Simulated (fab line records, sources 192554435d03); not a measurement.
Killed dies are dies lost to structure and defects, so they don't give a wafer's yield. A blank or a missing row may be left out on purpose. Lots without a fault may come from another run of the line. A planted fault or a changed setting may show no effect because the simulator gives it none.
fab line records | flow n5_finfet
record lots=9 wafers=27 last_day=16
route steps=1938 shown BEOL_M4@1058
lots that met no fault: from a run of the same line without faults
start_h: hours from the record's first day to the start of the lot's first wafer shown | wait_h: hours since the lot's step before | " the same as in the row above | L1.1+2: a row that stands for several wafers | - no value, or no start given | * or withheld: withheld | < > ~ a bound
route shown NAME@n: a module of which the file shows steps, and the number in the route of the first | usual: mean/standard deviation of fault-free wafers | same: alike in all rows | chamber/n: place in a boat | sites: the reading at each site | _std_site: their standard deviation | _edge_site: outer sites' mean less inner sites' | radius_mm: how far each site lies from the wafer's centre | mask NAME#n: copy n | behind: the tool/chamber that last shaped the wafer | hold: why the lot was held/for how many hours/how that ended | device: the transistor (n, p or np) that didn't switch | end of line: the same wafers' tests at the end of the route | a step without rows: its recipe alone | killed: dies lost to structure and defects at the first sort, not the wafer's yield | map: a wafer's dies, x killed, . not, _ none there
set.NAME: the setting as run; set.NAME@STEP: as run at that earlier step | model.NAME: the simulator's own value behind a step, which no gauge read
steps of the route over a sample of lots; a table a step, a row a wafer
services: from which hour (start_h, from the record's first day; less than 0 if before it) a tool's chamber was out of use, for how many hours, and why
## steps
# step N5_BEOL_M4_INSPECT_30
# recipe mode=adi inspect_instrument=brightfield
# usual raw_defect_count=432/110
# columns lot.wafer tool chamber start_h wait_h raw_defect_count
L301.2 defect_inspect-02 - 161.98 0.0 426
L301.5 " - " " 460
L301.6 " - " " 532
L303.2 defect_inspect-02 - 169.30 0.0 497
L303.4 " - " " 519
L303.6 " - " " 425
L307.1 defect_inspect-01 - 195.65 0.1 540
L307.3 " - " " 462
L307.6 " - " " 484
L308.1 defect_inspect-01 - 197.98 0.1 452
L308.4 " - " " 445
L308.6 " - " " 457
L315.2 defect_inspect-02 - 245.12 0.0 500
L315.3 " - " " 387
L315.5 " - " " 479
L317.1 defect_inspect-01 - 249.35 0.1 481
L317.3 " - " " 423
L317.6 " - " " 408
L318.4 defect_inspect-02 - 260.11 0.0 348
L318.5 " - " " 277
L318.6 " - " " 356
L319.1 defect_inspect-02 - 260.83 0.1 314
L319.4 " - " " 445
L319.6 " - " " 555
L321.2 defect_inspect-02 - 279.02 0.0 242
L321.3 " - " " 481
L321.4 " - " " 453
# step N5_BEOL_M4_ETCH_70
# recipe chemistry=N2/H2 target=SOC target_depth_a=800 overetch_a=240 mask_material=SiARC temp_c=40 time_s=130 ion_energy_ev=200 pressure_mtorr=30 source_w=840 bias_w=150 n2_flow_sccm=200 h2_flow_sccm=200
# usual drypump_motor_current_A=5.8/0.56 h2_flow_sccm=200.0/0.56 oes_product_au=0.58/0.059 rf_vpp_V=523.5/2.2 showerhead_plenum_p_Torr=2.53/0.08 throttle_valve_pct=17.86/0.29
# columns lot.wafer tool chamber start_h wait_h drypump_motor_current_A h2_flow_sccm oes_product_au rf_hours_counter_h rf_vpp_V showerhead_plenum_p_Torr throttle_valve_pct
L301.2 rie_diel-04 0 163.51 0.0 6.5 200.4 0.50 239 522.5 2.50 17.89
L301.5 " 3 " " 6.0 199.3 0.63 - 528.0 2.69 17.67
L301.6 " 2 " " 5.8 199.6 0.61 - 522.0 2.47 17.84
L303.2 rie_diel-02 2 173.66 0.0 6.5 200.6 0.60 86 525.3 2.57 17.95
L303.4 " 0 " " 5.3 199.9 0.65 29 523.3 2.49 17.49
L303.6 " 3 " " 5.1 200.1 0.49 - 522.8 2.52 18.45
L307.1 rie_diel-06 3 197.58 0.0 4.9 199.5 0.58 100 524.3 2.57 18.02
L307.3 " 0 " " 6.8 200.5 0.57 115 522.4 2.45 17.52
L307.6 " 3 " " 4.9 199.4 0.57 - 523.9 2.57 18.01
L308.1 rie_diel-06 3 201.18 0.0 4.9 199.4 0.58 102 523.0 2.57 18.01
L308.4 " 2 " " 6.0 199.8 0.54 167 522.4 2.43 17.63
L308.6 " 2 " " 5.9 200.1 0.53 - 521.1 2.43 17.64
L315.2 rie_diel-06 1 247.37 0.0 5.7 220.4 0.53 166 526.4 2.71 18.87
L315.3 " 3 " " 4.9 220.0 0.57 118 524.3 2.62 18.73
L315.5 " 2 " " 6.0 219.1 0.52 - 523.5 2.48 18.28
L317.1 rie_diel-04 3 251.56 0.0 6.0 200.2 0.60 87 526.6 2.68 17.73
L317.3 " 0 " " 6.5 200.6 0.67 16 520.3 2.49 17.50
L317.6 " 2 " " 5.9 200.0 0.59 - 521.9 2.46 17.91
L318.4 rie_diel-06 3 263.47 0.0 4.9 220.2 0.57 124 523.8 2.62 18.73
L318.5 " 1 " " 5.7 220.0 0.53 - 527.3 2.71 18.89
L318.6 " 0 " " 6.8 221.0 0.55 - 519.7 2.50 18.16
L319.1 rie_diel-04 0 264.90 0.0 6.6 199.2 0.66 22 522.4 2.48 17.54
L319.4 " 2 " " 5.9 199.8 0.58 103 521.7 2.46 17.93
L319.6 " 0 " " 6.5 200.1 0.66 - 521.8 2.48 17.52
L321.2 rie_diel-02 3 281.94 0.0 5.1 200.2 0.71 3 522.4 2.51 18.07
L321.3 " 2 " " 6.5 199.9 0.58 124 524.3 2.56 18.00
L321.4 " 1 " " 5.5 198.9 0.50 250 525.1 2.62 18.18
# step N5_BEOL_M4_VIA_ETCH_34
# recipe chemistry=C4F6/O2 target_depth_a=694 mask_material=SOC pressure_mtorr=15 ion_energy_ev=250 taper_deg=4 time_s=65.9 source_w=350 bias_w=170 Ar_flow_sccm=300 C4F6_flow_sccm=10 O2_flow_sccm=10
# usual drypump_motor_current_A=5.8/0.56 oes_product_au=0.79/0.087 rf_vpp_V=669/5.8 showerhead_plenum_p_Torr=2.82/0.085 throttle_valve_pct=30.7/0.3
# columns lot.wafer tool chamber start_h wait_h drypump_motor_current_A oes_product_au rf_hours_counter_h rf_vpp_V showerhead_plenum_p_Torr throttle_valve_pct
L301.2 rie_diel-04 0 163.61 0.0 6.5 0.69 239 663 2.81 30.9
L301.5 " 3 " " 6.0 0.85 - 676 3.00 30.6
L301.6 " 2 " " 5.8 0.84 - 674 2.77 30.8
L303.2 rie_diel-02 2 173.76 0.0 6.5 0.84 86 670 2.87 30.9
L303.4 " 0 " " 5.2 0.90 29 662 2.78 30.3
L303.6 " 3 " " 5.1 0.66 - 658 2.80 31.2
L307.1 rie_diel-06 3 197.69 0.0 4.9 0.80 100 675 2.86 30.9
L307.3 " 0 " " 6.9 0.77 115 666 2.73 30.2
L307.6 " 3 " " 4.9 0.79 - 675 2.86 31.0
L308.1 rie_diel-06 3 201.28 0.0 4.9 0.80 102 673 2.86 30.9
L308.4 " 2 " " 5.9 0.72 167 669 2.73 30.5
L308.6 " 2 " " 5.9 0.72 - 673 2.73 30.5
L315.2 rie_diel-06 1 247.47 0.0 5.7 0.73 166 674 2.94 31.1
L315.3 " 3 " " 5.0 0.78 118 677 2.85 31.0
L315.5 " 2 " " 6.0 0.71 - 671 2.72 30.5
L317.1 rie_diel-04 3 251.66 0.0 6.0 0.81 87 677 2.98 30.6
L317.3 " 0 " " 6.6 0.93 16 661 2.80 30.7
L317.6 " 2 " " 5.8 0.79 - 675 2.75 30.9
L318.4 rie_diel-06 3 263.58 0.0 4.9 0.76 124 674 2.85 31.0
L318.5 " 1 " " 5.7 0.72 - 674 2.94 31.1
L318.6 " 0 " " 6.8 0.75 - 664 2.72 30.2
L319.1 rie_diel-04 0 265.00 0.0 6.5 0.91 22 663 2.80 30.7
L319.4 " 2 " " 5.9 0.78 103 673 2.75 30.9
L319.6 " 0 " " 6.5 0.92 - 663 2.80 30.7
L321.2 rie_diel-02 3 282.05 0.0 5.1 0.97 3 658 2.79 31.0
L321.3 " 2 " " 6.5 0.79 124 670 2.85 31.0
L321.4 " 1 " " 5.5 0.67 250 667 2.91 30.9
# step N5_BEOL_M4_STRIP_97
# recipe chemistry=N2/H2 time_s=10 power_w=450 temp_c=40 pressure_mtorr=20 rf_frequency_hz=6e+07 bias_power_w=7 n2_flow_sccm=200 h2_flow_sccm=200
# usual drypump_motor_current_A=5.8/0.56 oes_product_au=0.79/0.085 rf_vpp_V=59.2/0.81 showerhead_plenum_p_Torr=2.53/0.08 throttle_valve_pct=23.7/0.33
# columns lot.wafer tool chamber start_h wait_h drypump_motor_current_A oes_product_au rf_hours_counter_h rf_vpp_V showerhead_plenum_p_Torr throttle_valve_pct
L301.2 rie_diel-04 0 - - 6.5 0.68 240 58.8 2.49 23.6
L301.5 " 3 " " 6.0 0.85 - 60.3 2.69 23.6
L301.6 " 2 " " 5.8 0.84 - 57.5 2.47 23.8
L303.2 rie_diel-02 2 - - 6.5 0.83 86 58.9 2.57 23.8
L303.4 " 0 " " 5.3 0.89 29 59.0 2.49 23.5
L303.6 " 3 " " 5.1 0.67 - 58.1 2.51 24.4
L307.1 rie_diel-06 3 - - 4.9 0.80 100 61.2 2.56 24.0
L307.3 " 0 " " 6.8 0.79 115 59.1 2.45 23.2
L307.6 " 3 " " 4.9 0.80 - 59.8 2.56 24.0
L308.1 rie_diel-06 3 - - 5.0 0.81 102 60.2 2.56 24.0
L308.4 " 2 " " 6.0 0.73 168 58.6 2.43 23.4
L308.6 " 2 " " 5.9 0.73 - 59.8 2.43 23.4
L315.2 rie_diel-06 1 - - 5.7 0.73 166 58.4 2.64 24.1
L315.3 " 3 " " 4.9 0.78 118 59.2 2.56 24.1
L315.5 " 2 " " 5.9 0.71 - 57.5 2.42 23.4
L317.1 rie_diel-04 3 - - 6.0 0.81 87 59.6 2.67 23.6
L317.3 " 0 " " 6.5 0.93 16 58.8 2.48 23.3
L317.6 " 2 " " 5.9 0.80 - 59.7 2.46 23.8
L318.4 rie_diel-06 3 - - 4.9 0.77 124 59.6 2.55 24.1
L318.5 " 1 " " 5.7 0.72 - 59.1 2.64 24.1
L318.6 " 0 " " 6.8 0.76 - 59.5 2.44 23.3
L319.1 rie_diel-04 0 - - 6.6 0.92 22 58.6 2.48 23.3
L319.4 " 2 " " 5.9 0.79 103 58.3 2.45 23.8
L319.6 " 0 " " 6.5 0.92 - 59.3 2.48 23.3
L321.2 rie_diel-02 3 - - 5.1 0.97 3 58.8 2.50 24.1
L321.3 " 2 " " 6.5 0.80 124 60.0 2.55 23.8
L321.4 " 1 " " 5.5 0.68 250 58.9 2.61 24.0
# step N5_BEOL_M4_RC_MEAS_101
# usual DIBL_N=36.3/1 DIBL_P=36.2/1.4 IOFF_N=0.157/0.021 IOFF_P=0.206/0.025 ION_N=673/9 ION_P=461/6.4 SS_N=71.5/0.5 SS_P=73.2/0.47 VT_N=249.9/2.4 VT_P=-250.6/2.9
# columns lot.wafer tool chamber start_h wait_h DIBL_N[mV/V] DIBL_P[mV/V] IOFF_N[nA/um] IOFF_P[nA/um] ION_N[uA/um] ION_P[uA/um] SS_N[mV/dec] SS_P[mV/dec] VT_N[mV] VT_P[mV]
L301.2 prober-01 0 168.26 0.2 35.0 35.5 0.131 0.174 674 456 71.2 72.7 252.7 -254.4
L301.5 " 0 " " 35.3 34.7 0.128 0.170 664 452 71.7 73.0 252.4 -255.1
L301.6 " 0 " " 35.6 35.7 0.131 0.179 665 456 70.8 72.5 254.0 -254.1
L303.2 prober-02 0 178.17 0.2 36.3 36.9 0.150 0.209 659 457 71.7 72.9 252.3 -251.1
L303.4 " 0 " " 35.5 36.1 0.134 0.194 657 452 71.6 73.6 255.2 -251.2
L303.6 " 0 " " 37.9 38.2 0.171 0.225 669 461 72.7 74.3 250.0 -252.0
L307.1 prober-01 0 201.54 0.0 37.5 35.9 0.151 0.199 668 464 71.5 73.9 250.2 -249.6
L307.3 " 0 " " 39.5 38.7 0.202 0.242 686 467 72.3 73.3 246.9 -247.3
L307.6 " 0 " " 38.3 37.6 0.181 0.226 686 469 71.5 73.5 250.7 -250.6
L308.1 prober-01 0 205.76 0.0 37.1 38.0 0.200 0.260 676 464 72.4 74.0 247.1 -247.2
L308.4 " 0 " " 36.2 37.4 0.189 0.241 673 463 71.8 73.5 246.8 -248.0
L308.6 " 0 " " 36.3 37.1 0.183 0.251 676 465 71.9 74.3 249.2 -246.9
L315.2 prober-01 0 251.95 0.2 36.6 36.7 0.187 0.259 685 470 71.7 73.0 247.2 -244.2
L315.3 " 0 " " 36.8 36.7 0.202 0.271 687 475 71.7 72.9 243.5 -244.8
L315.5 " 0 " " 36.1 34.8 0.169 0.233 682 471 71.1 72.7 247.3 -248.5
L317.1 prober-01 0 255.63 0.0 36.5 35.7 0.142 0.199 665 454 71.3 73.1 250.0 -250.1
L317.3 " 0 " " 38.0 37.5 0.169 0.228 666 463 71.4 73.5 249.7 -248.1
L317.6 " 0 " " 36.4 35.4 0.138 0.196 658 456 71.1 73.1 250.6 -253.0
L318.4 prober-02 0 268.79 0.5 35.6 35.9 0.151 0.179 665 455 70.6 73.3 248.0 -254.9
L318.5 " 0 " " 36.8 37.1 0.173 0.206 666 455 71.6 72.8 250.0 -251.5
L318.6 " 0 " " 36.5 37.8 0.172 0.214 678 463 71.6 73.4 248.5 -252.5
L319.1 prober-01 0 271.10 0.0 37.3 38.0 0.173 0.249 690 471 72.1 73.8 249.4 -244.6
L319.4 " 0 " " 37.6 38.4 0.181 0.255 685 480 72.4 73.7 245.4 -244.6
L319.6 " 0 " " 36.7 36.6 0.157 0.226 674 466 72.5 72.7 247.9 -248.5
L321.2 prober-01 0 287.29 0.8 35.8 36.5 0.162 0.227 680 469 71.4 74.0 245.4 -247.4
L321.3 " 0 " " 34.6 35.0 0.136 0.198 670 467 71.5 72.7 251.9 -251.0
L321.4 " 0 " " 35.3 35.7 0.152 0.210 677 468 71.4 73.7 251.6 -245.4
## services
# columns tool chamber start_h hours kind
rie_diel-04 1 151.30 - clean
rie_diel-04 1 151.30 - consumable_replace:focus_ring
rie_diel-04 1 151.30 20.6 scheduled_down
rie_diel-04 1 151.30 20.6 vent_cycle
rie_diel-06 2 154.30 2.7 repair
rie_diel-02 - 187.98 14.6 pm
rie_diel-04 0 191.11 - clean
rie_diel-04 0 191.11 - consumable_replace:focus_ring
rie_diel-04 0 191.11 17.0 scheduled_down
rie_diel-04 0 191.11 17.0 vent_cycle
rie_diel-04 1 209.25 5.5 repair
rie_diel-04 0 234.06 1.5 repair
rie_diel-02 3 252.44 - clean
rie_diel-02 3 252.44 - consumable_replace:focus_ring
rie_diel-02 3 252.44 23.4 scheduled_down
rie_diel-02 3 252.44 23.4 vent_cycle
## key
first_sign step=N5_BEOL_M4_ETCH_70 reading=h2_flow_sccm direction=up sigmas=36 usual=200.0 struck=220.1
effect step=N5_BEOL_M4_ETCH_70 reading=throttle_valve_pct direction=up sigmas=2.6 usual=* struck=*
met_at N5_BEOL_M4_ETCH_70
struck_lots L315,L318
not_acting_at N5_BEOL_M4_INSPECT_30,N5_BEOL_M4_VIA_ETCH_34,N5_BEOL_M4_STRIP_97
onset_between 201.18 247.37
fault kind=process_parameter_drift tool=rie_diel-06 chamber=- onset_h=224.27 steps=N5_BEOL_M4_ETCH_70 channel=h2_flow_sccm offset=20 shape=step end_h=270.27 acts_in=these_recipes_only stated=200
